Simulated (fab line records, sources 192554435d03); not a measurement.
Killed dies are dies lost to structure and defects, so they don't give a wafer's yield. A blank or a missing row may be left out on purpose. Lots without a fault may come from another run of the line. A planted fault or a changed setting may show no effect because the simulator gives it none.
Chamber matching | flow n5_finfet | N5_BEOL_M1_ETCH_70 on rie_diel-03: 4 sister chambers
The step etches SOC in N2/H2, target depth 80 nm, overetch 16 nm, time 120 s. 4 wafers are shown with their chamber, then 12 later ones without.

WAFERS WITH THEIR CHAMBER
wafer  | chamber | throttle_valve_pct (%)
L084.2 | 2       | 17.50
L090.1 | 3       | 18.10
L090.2 | 1       | 17.84
L090.3 | 0       | 17.75

WAFERS WITHOUT THEIR CHAMBER
wafer  | throttle_valve_pct (%)
L091.1 | 17.87
L091.5 | 18.13
L091.6 | 17.76
L094.1 | 17.08
L094.2 | 17.86
L094.4 | 17.06
L095.1 | 17.88
L095.3 | 17.77
L095.4 | 17.76
L096.2 | 17.78
L096.3 | 17.89
L096.6 | 17.89

WHICH CHAMBER EACH WENT THROUGH
wafer  | from the rows above               | in truth
L091.1 | can't be placed: 1 or 0 or 3 or 2 | 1
L091.5 | can't be placed: 3 or 1 or 0      | 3
L091.6 | can't be placed: 0 or 1 or 2 or 3 | 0
L094.1 | can't be placed: 2 or 0 or 1      | 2
L094.2 | can't be placed: 1 or 0 or 3 or 2 | 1
L094.4 | can't be placed: 2 or 0 or 1      | 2
L095.1 | can't be placed: 1 or 0 or 3 or 2 | 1
L095.3 | can't be placed: 0 or 1 or 2 or 3 | 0
L095.4 | can't be placed: 0 or 1 or 2 or 3 | 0
L096.2 | can't be placed: 0 or 1 or 2 or 3 | 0
L096.3 | can't be placed: 1 or 0 or 3 or 2 | 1
L096.6 | can't be placed: 1 or 0 or 3 or 2 | 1
Placed correctly: 0 of 12. Can't be placed from these rows: 12 (the true chamber is among the candidates in 12). Placed wrongly: 0.
How it was worked out, from the rows above alone: a wafer's distance from a chamber is the root of the sum, over the readings, of the square of ((its reading less the chamber's mean) divided by the reading's scatter). The wafer belongs to the nearest chamber; if the next one is less than 2 further off, it can't be placed. A chamber's mean is the mean of its shown wafers. The scatter: with one shown wafer a chamber, the root of the mean of the squares of how far each hidden wafer lies from its nearest shown one.
